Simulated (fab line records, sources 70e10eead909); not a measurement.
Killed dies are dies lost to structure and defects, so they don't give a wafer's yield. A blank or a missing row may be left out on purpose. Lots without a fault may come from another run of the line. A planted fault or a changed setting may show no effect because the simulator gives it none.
fab line records | flow nand_harc
record lots=12 wafers=36 last_day=33
route steps=1302 shown P_M1@311 P_M2@326 END@1302
lots that met no fault: from a run of the same line without faults
start_h: hours from the record's first day to the start of the lot's first wafer shown | wait_h: hours since the lot's step before | " the same as in the row above | L1.1+2: a row that stands for several wafers | - no value, or no start given | * or withheld: withheld | < > ~ a bound
route shown NAME@n: a module of which the file shows steps, and the number in the route of the first | usual: mean/standard deviation of fault-free wafers | same: alike in all rows | chamber/n: place in a boat | sites: the reading at each site | _std_site: their standard deviation | _edge_site: outer sites' mean less inner sites' | radius_mm: how far each site lies from the wafer's centre | mask NAME#n: copy n | behind: the tool/chamber that last shaped the wafer | hold: why the lot was held/for how many hours/how that ended | device: the transistor (n, p or np) that didn't switch | end of line: the same wafers' tests at the end of the route | a step without rows: its recipe alone | killed: dies lost to structure and defects at the first sort, not the wafer's yield | map: a wafer's dies, x killed, . not, _ none there
set.NAME: the setting as run; set.NAME@STEP: as run at that earlier step | model.NAME: the simulator's own value behind a step, which no gauge read
steps of the route over a sample of lots; a table a step, a row a wafer
services: from which hour (start_h, from the record's first day; less than 0 if before it) a tool's chamber was out of use, for how many hours, and why
## steps
# step NHARC_P_M1_CMP_23
# recipe t_overpolish_s=20 target_thk_nm=157.82
# usual motor_current_A=12.1/1 time_to_endpoint_s=29/3.3
# columns lot.wafer tool chamber start_h wait_h motor_current_A time_to_endpoint_s
L154.3 cmp-03 1 126.84 - 14.3 27
L154.5 " 2 " " 10.9 29
L154.6 " 3 " " 10.5 27
L157.1 cmp-02 3 162.31 - 12.1 23
L157.5 " 1 " " 13.2 30
L157.6 " 2 " " 12.3 29
L159.2 cmp-04 3 174.53 - 13.0 29
L159.3 " 0 " " 11.3 25
L159.5 " 3 " " 12.1 28
L162.4 cmp-02 0 207.15 - 11.9 25
L162.5 " 0 " " 11.8 25
L162.6 " 1 " " 13.1 28
L165.1 cmp-04 3 235.55 - 12.8 27
L165.4 " 1 " " 10.9 31
L165.6 " 0 " " 11.7 26
L168.1 cmp-04 1 269.04 - 11.8 33
L168.4 " 2 " " 10.9 31
L168.2 " 3 " " 12.7 33
L167.3 cmp-02 1 270.10 - 13.1 31
L167.1 " 2 " " 11.9 30
L167.4 " 0 " " 11.4 27
L169.2 cmp-02 0 276.16 - 11.7 26
L169.3 " 2 " " 11.8 29
L169.6 " 0 " " 11.9 26
L172.2 cmp-04 3 306.21 - 12.7 30
L172.3 " 1 " " 11.4 32
L172.5 " 3 " " 12.9 29
L173.4 cmp-02 3 315.27 - 12.2 23
L173.1 " 2 " " 11.8 29
L173.5 " 0 " " 11.5 24
L176.1 cmp-02 2 348.79 - 11.9 28
L176.4 " 0 " " 11.7 27
L176.5 " 3 " " 12.8 23
L177.2 cmp-04 3 360.18 - 13.1 35
L177.3 " 1 " " 11.4 33
L177.6 " 2 " " 10.5 33
# step NHARC_P_M1_DEP_33
# recipe target_thk_a=300 temp_c=370 target_thk_nm=30 pressure_torr=3 flow_sccm=200 rf_w=450 material=SiCN
# usual heater_power_w=585/91
# columns lot.wafer tool chamber start_h wait_h heater_power_w
L154.3 pecvd-01 0 127.41 0.1 422
L154.5 " 2 " " 471
L154.6 " 1 " " 629
L157.1 pecvd-01 0 162.96 0.1 497
L157.5 " 2 " " 478
L157.6 " 0 " " 487
L159.2 pecvd-02 1 175.17 0.1 775
L159.3 " 0 " " 622
L159.5 " 1 " " 760
L162.4 pecvd-03 2 207.90 0.2 451
L162.6 " 0 " " 650
L162.5 " 1 " " 602
L165.1 pecvd-01 1 237.26 0.1 586
L165.4 " 1 " " 585
L165.6 " 0 " " 472
L168.1 pecvd-01 1 269.67 0.1 675
L168.2 " 2 " " 449
L168.4 " 1 " " 663
L167.3 pecvd-02 0 270.76 0.1 662
L167.1 " 1 " " 620
L167.4 " 1 " " 616
L169.2 pecvd-01 2 276.77 0.1 486
L169.3 " 1 " " 672
L169.6 " 1 " " 686
L172.3 pecvd-01 2 306.88 0.1 551
L172.2 " 0 " " 434
L172.5 " 1 " " 568
L173.1 pecvd-03 1 315.97 0.1 633
L173.5 " 0 " " 652
L173.4 " 1 " " 622
L176.1 pecvd-01 2 349.46 0.1 490
L176.5 " 1 " " 574
L176.4 " 0 " " 470
L177.2 pecvd-02 0 360.78 0.1 664
L177.3 " 1 " " 712
L177.6 " 2 " " 600
# step NHARC_P_M2_PEB_07
# recipe peb_temp_c=100 peb_time_s=65
# usual heater_power_total_W=156.6/0.43
# columns lot.wafer tool chamber start_h wait_h heater_power_total_W
L154.3 litho_track-06 0 128.41 0.0 156.0
L154.5 " 0 " " 156.2
L154.6 " 0 " " 157.0
L157.1 litho_track-06 0 164.04 0.1 156.0
L157.5 " 0 " " 157.1
L157.6 " 0 " " 156.2
L159.2 litho_track-06 0 176.25 0.1 156.8
L159.3 " 0 " " 156.2
L159.5 " 0 " " 156.3
L162.4 litho_track-06 0 208.96 0.0 157.0
L162.5 " 0 " " 156.6
L162.6 " 0 " " 156.2
L165.1 litho_track-06 0 238.61 0.1 156.5
L165.4 " 0 " " 156.3
L165.6 " 0 " " 157.2
L168.1 litho_track-04 0 270.67 0.1 157.0
L168.2 " 0 " " 157.1
L168.4 " 0 " " 156.5
L167.1 litho_track-01 0 271.91 0.1 157.2
L167.3 " 0 " " 156.0
L167.4 " 0 " " 156.6
L169.2 litho_track-06 0 278.10 0.1 156.0
L169.3 " 0 " " 156.2
L169.6 " 0 " " 156.9
L172.2 litho_track-06 0 307.87 0.1 300.1
L172.3 " 0 " " 299.9
L172.5 " 0 " " 299.8
L173.1 litho_track-06 0 317.05 0.1 301.3
L173.4 " 0 " " 299.9
L173.5 " 0 " " 302.5
L176.1 litho_track-04 0 350.58 0.1 156.2
L176.4 " 0 " " 156.2
L176.5 " 0 " " 157.1
L177.2 litho_track-04 0 361.82 0.1 156.3
L177.3 " 0 " " 157.1
L177.6 " 0 " " 157.1
# step NHARC_P_M2_CD_MEAS_09
# recipe target_cd_nm=170 landing_energy_ev=500
# usual cd_nm=169.9/0.65
# columns lot.wafer tool chamber start_h wait_h cd_nm
L154.3 cd_sem-01 0 128.50 - 170.4
L154.5 " 0 " " 169.8
L154.6 " 0 " " 170.1
L157.1 cd_sem-01 0 164.11 - 169.1
L157.5 " 0 " " 169.0
L157.6 " 0 " " 169.6
L159.2 cd_sem-02 0 176.33 - 169.2
L159.3 " 0 " " 171.5
L159.5 " 0 " " 169.7
L162.4 cd_sem-01 0 209.04 - 170.0
L162.5 " 0 " " 171.8
L162.6 " 0 " " 170.3
L165.1 cd_sem-03 0 238.69 - 170.7
L165.4 " 0 " " 169.8
L165.6 " 0 " " 169.6
L168.1 cd_sem-03 0 270.75 - 169.6
L168.2 " 0 " " 170.4
L168.4 " 0 " " 170.0
L167.1 cd_sem-02 0 271.99 - 169.9
L167.3 " 0 " " 171.0
L167.4 " 0 " " 168.7
L169.2 cd_sem-03 0 278.18 - 169.8
L169.3 " 0 " " 169.4
L169.6 " 0 " " 169.7
L172.2 cd_sem-01 0 307.95 - 121.7
L172.3 " 0 " " 121.0
L172.5 " 0 " " 121.2
L173.1 cd_sem-02 0 317.13 - 120.7
L173.4 " 0 " " 120.7
L173.5 " 0 " " 121.7
L176.1 cd_sem-03 0 350.66 - 170.5
L176.4 " 0 " " 170.2
L176.5 " 0 " " 169.3
L177.2 cd_sem-03 0 361.90 - 168.6
L177.3 " 0 " " 170.5
L177.6 " 0 " " 169.7
# step NHARC_P_M2_ETCH_15
# recipe target_depth_a=1825 time_s=91.2 c4f8_flow_sccm=withheld ar_flow_sccm=400 rf_w=600 bias_w=300 chemistry=C4F8/Ar
# usual oes_product_au=0.940/0.025 rf_vpp_V=441.2/2.3
# columns lot.wafer tool chamber start_h wait_h oes_product_au rf_hours_counter_h rf_vpp_V
L154.3 rie_diel-01 0 - - 0.917 3.9 437.3
L154.5 " 0 " " 0.922 - 439.0
L154.6 " 1 " " 0.930 - 441.5
L157.1 rie_diel-06 3 - - 0.928 1.8 443.0
L157.5 " 2 " " 0.907 - 438.5
L157.6 " 3 " " 0.922 - 442.4
L159.2 rie_diel-01 0 - - 0.922 7.0 438.0
L159.3 " 1 " " 0.925 8.0 444.8
L159.5 " 2 " " 0.892 - 442.4
L162.4 rie_diel-06 3 - - 0.942 5.0 443.4
L162.5 " 3 " " 0.938 - 442.2
L162.6 " 0 " " 0.919 - 442.2
L165.4 rie_diel-01 3 - - 0.929 1.6 440.4
L165.1 " 1 " " 0.918 1.5 442.4
L165.6 " 3 " " 0.922 - 440.1
L168.2 rie_diel-06 1 - - 0.925 7.9 440.6
L168.4 " 2 " " 0.921 7.4 437.8
L168.1 " 3 " " 0.907 7.2 442.6
L167.3 rie_diel-06 1 - - 0.961 7.9 439.3
L167.1 " 2 " " 0.946 7.4 436.8
L167.4 " 0 " " 0.959 5.5 442.4
L169.3 rie_diel-11 2 - - 0.970 0.5 441.9
L169.2 " 1 " " 0.992 0.5 443.9
L169.6 " 3 " " 0.975 - 441.5
L172.2 rie_diel-01 0 - - 0.976 7.3 438.3
L172.3 " 2 " " 0.982 7.1 445.3
L172.5 " 3 " " 0.959 - 439.9
L173.1 rie_diel-06 2 - - 0.980 0.1 437.4
L173.4 " 0 " " 0.975 0.1 442.4
L173.5 " 3 " " 0.983 - 441.7
L176.4 rie_diel-06 0 - - 0.937 1.4 441.9
L176.1 " 1 " " 0.978 1.4 439.4
L176.5 " 3 " " 0.967 - 442.8
L177.2 rie_diel-06 0 - - 0.965 1.7 440.8
L177.3 " 1 " " 0.991 1.7 439.9
L177.6 " 3 " " 0.958 - 442.1
# step NHARC_END_SORT_01
# recipe temp_c=25
# usual defect_limited_yield=91.7/2.5 killed_at_array=52/18 killed_at_other=1.0/1.4 killed_at_periphery=3.1/2.3 killed_dies=56/17 killed_open=3.0/1.7 killed_short=2.5/1.7 sort_bin_2_pct=3.0/1.1 sort_bin_3_pct=0.6/0.36 sort_bin_4_pct=4.8/1.4 sort_n_pass=621/17 sort_rim_yield_pct=91/4.6 sort_yield_pct=91.7/2.5
# same gross_dies=677 sort_bin_5_pct[%]=0 sort_bin_6_pct[%]=0 sort_bin_7_pct[%]=0 sort_bin_8_pct[%]=0 sort_rim_n_gross=106.00
# columns lot.wafer tool chamber start_h wait_h defect_limited_yield[%] killed_at_array killed_at_other killed_at_periphery killed_dies killed_open killed_short sort_bin_2_pct[%] sort_bin_3_pct[%] sort_bin_4_pct[%] sort_n_pass sort_rim_yield_pct[%] sort_yield_pct[%]
L157.1 prober-01 0 603.93 2.5 94.4 26 1 11 38 4 1 2.2 0.3 3.1 639 96 94.4
L157.5 prober-01 0 607.13 3.7 93.5 39 2 3 44 4 3 1.6 0.6 4.3 633 92 93.5
L157.6 prober-01 0 607.92 4.0 96.5 20 1 3 24 5 2 0.9 0.4 2.2 653 97 96.5
L165.1 prober-02 0 676.93 2.5 94.8 28 6 1 35 3 0 1.8 0 3.4 642 95 94.8
L165.6 prober-02 0 680.96 4.0 95.9 19 5 4 28 3 5 1.0 0.3 2.8 649 97 95.9
L173.1 prober-02 0 738.40 2.5 0 44 2 631 677 4 1 94.5 0.4 5.0 0 0 0
L173.4 prober-02 0 740.83 3.4 0 36 1 640 677 1 3 95.0 0.6 4.4 0 0 0
L173.5 prober-02 0 741.64 3.7 0 31 2 644 677 2 0 96.0 0.6 3.4 0 0 0
L172.2 prober-01 0 739.22 2.8 0 69 1 607 677 3 1 92.9 1.2 5.9 0 0 0
L172.3 prober-01 0 740.02 3.1 0 62 0 615 677 5 3 93.4 0.7 5.9 0 0 0
L172.5 prober-01 0 741.60 3.7 0 58 0 619 677 0 2 95.1 0.4 4.4 0 0 0
# killed by level:class
L157.1 A_CHANNEL_HOLE_D2:chamber_film_flake=9 A_CHANNEL_HOLE_D1:chamber_film_flake=5 A_CONTACT:chamber_film_flake=5 P_STI:chamber_film_flake=4 P_CONTACT:geometric_particle:open=3 P_M2:chamber_film_flake=2 A_ZERO_WELL:chamber_film_flake=2 A_STAIRCASE:chamber_film_flake=2
L157.5 A_CHANNEL_HOLE_D2:chamber_film_flake=13 A_CONTACT:chamber_film_flake=9 A_STAIRCASE:chamber_film_flake=5 A_CHANNEL_HOLE_D1:chamber_film_flake=4 A_ZERO_WELL:chamber_film_flake=2 THIN_TSV:chamber_film_flake=2 P_BONDPAD:geometric_particle:open=1 A_ONON_D1:geometric_particle:open=1
L157.6 A_CONTACT:chamber_film_flake=6 A_CHANNEL_HOLE_D2:chamber_film_flake=5 A_CHANNEL_HOLE_D1:chamber_film_flake=2 A_STAIRCASE:chamber_film_flake=2 P_STI:geometric_particle:short=1 P_CONTACT:geometric_particle:open=1 A_ONON_D1:geometric_particle:open=1 A_CHANNEL_FILL_D1:geometric_particle:open=1
L165.1 A_CHANNEL_HOLE_D1:chamber_film_flake=8 A_CONTACT:chamber_film_flake=6 THIN_TSV:chamber_film_flake=6 A_CHANNEL_FILL_D2:chamber_film_flake=3 A_STAIRCASE:chamber_film_flake=3 A_M0:geometric_particle:open=2 A_SLIT:chamber_film_flake=2 A_WL_FILL:chamber_film_flake=2
L165.6 A_CHANNEL_HOLE_D1:chamber_film_flake=5 THIN_TSV:chamber_film_flake=5 A_SLIT:chamber_film_flake=2 A_WL_FILL:chamber_film_flake=2 A_CONTACT:chamber_film_flake=2 P_GATE:geometric_particle:open=1 A_CHANNEL_HOLE_D1:geometric_particle:short=1 A_CHANNEL_FILL_D1:geometric_particle:short=1
L173.1 P_M2:area_peb=625 A_CHANNEL_HOLE_D1:chamber_film_flake=27 A_CONTACT:chamber_film_flake=7 P_M2:chamber_film_flake=3 A_DECK1_JOINT:geometric_particle:open=2 P_CONTACT:chamber_film_flake=2 A_SLIT:chamber_film_flake=2 THIN_TSV:chamber_film_flake=2
L172.2 P_M2:area_peb=603 A_SLIT:chamber_film_flake=26 A_CHANNEL_HOLE_D2:chamber_film_flake=22 A_CHANNEL_HOLE_D1:chamber_film_flake=5 A_CONTACT:chamber_film_flake=4 A_WL_FILL:chamber_film_flake=4 A_STAIRCASE:chamber_film_flake=2 P_CONTACT:geometric_particle:open=1
L172.3 P_M2:area_peb=611 A_SLIT:chamber_film_flake=23 A_CHANNEL_HOLE_D1:chamber_film_flake=13 A_CHANNEL_HOLE_D2:chamber_film_flake=11 A_CONTACT:chamber_film_flake=4 P_GATE:chamber_film_flake=2 P_M1:geometric_particle:open=1 A_CHANNEL_HOLE_D1:geometric_particle:open=1
L173.4 P_M2:area_peb=631 A_CHANNEL_HOLE_D1:chamber_film_flake=19 P_M2:chamber_film_flake=4 A_BONDPAD:chamber_film_flake=4 A_WL_FILL:geometric_particle:short=3 A_CONTACT:chamber_film_flake=3 P_ZERO_WELL:chamber_film_flake=2 P_CONTACT:chamber_film_flake=2
L172.5 P_M2:area_peb=617 A_SLIT:chamber_film_flake=24 A_CHANNEL_HOLE_D2:chamber_film_flake=22 A_CHANNEL_HOLE_D1:chamber_film_flake=6 A_CHANNEL_FILL_D1:chamber_film_flake=3 P_STI:geometric_particle:short=1 P_M0:geometric_particle:short=1 A_DECK1_JOINT:chamber_film_flake=1
L173.5 P_M2:area_peb=634 A_CHANNEL_HOLE_D1:chamber_film_flake=21 P_CONTACT:chamber_film_flake=3 P_M2:chamber_film_flake=3 A_CONTACT:chamber_film_flake=3 P_ZERO_WELL:chamber_film_flake=2 A_CHANNEL_HOLE_D2:chamber_film_flake=2 A_WL_FILL:chamber_film_flake=2
## services
# columns tool chamber start_h hours kind
cmp-04 - 111.00 4.0 pm
pecvd-01 - 130.00 13.0 pm
rie_diel-06 - 130.22 9.0 pm
cmp-04 - 130.65 0.6 repair
cmp-02 - 136.20 4.0 pm
rie_diel-06 0 140.06 21.7 repair
rie_diel-06 0 165.36 2.0 repair
litho_track-06 - 179.00 7.0 pm
litho_track-04 - 203.00 7.0 pm
rie_diel-01 - 203.80 9.0 pm
cmp-04 - 209.00 4.0 pm
pecvd-02 - 227.38 13.0 pm
pecvd-01 2 232.66 9.9 repair
cmp-02 - 234.20 4.0 pm
cmp-02 - 276.75 0.6 repair
cmp-04 - 277.85 1.9 repair
rie_diel-06 - 279.08 1.6 repair
cmp-04 - 307.00 4.0 pm
rie_diel-06 - 307.22 9.0 pm
pecvd-01 - 311.00 13.0 pm
rie_diel-01 1 326.90 7.0 repair
cmp-02 - 327.19 2.7 repair
cmp-02 - 332.20 4.0 pm
litho_track-06 - 354.00 7.0 pm
## key
first_sign step=NHARC_P_M2_PEB_07 reading=heater_power_total_W direction=up sigmas=99+ usual=* struck=*
effect step=NHARC_P_M2_CD_MEAS_09 reading=cd_nm direction=down sigmas=75 usual=169.9 struck=121.2
effect step=NHARC_END_SORT_01 reading=killed_at_periphery direction=up sigmas=99+ usual=3.1 struck=626
more_kills_born_at NHARC_P_M2_PEB_07@litho_track-06=3721
met_at NHARC_P_M2_PEB_07
struck_lots L172,L173
later_rows_left_out L172.2,L172.3,L172.5,L173.1,L173.4,L173.5
not_acting_at NHARC_P_M1_CMP_23,NHARC_P_M1_DEP_33,NHARC_P_M2_ETCH_15
onset_between 278.10 307.87
fault kind=process_parameter_drift tool=litho_track-06 chamber=- onset_h=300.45 steps=NHARC_P_M2_PEB_07 channel=peb_time_s offset=* shape=step acts_in=* stated=*
# later_rows_left_out: the simulator's readings of these wafers behind a module that went badly wrong aren't trusted and aren't shown, but for the sort
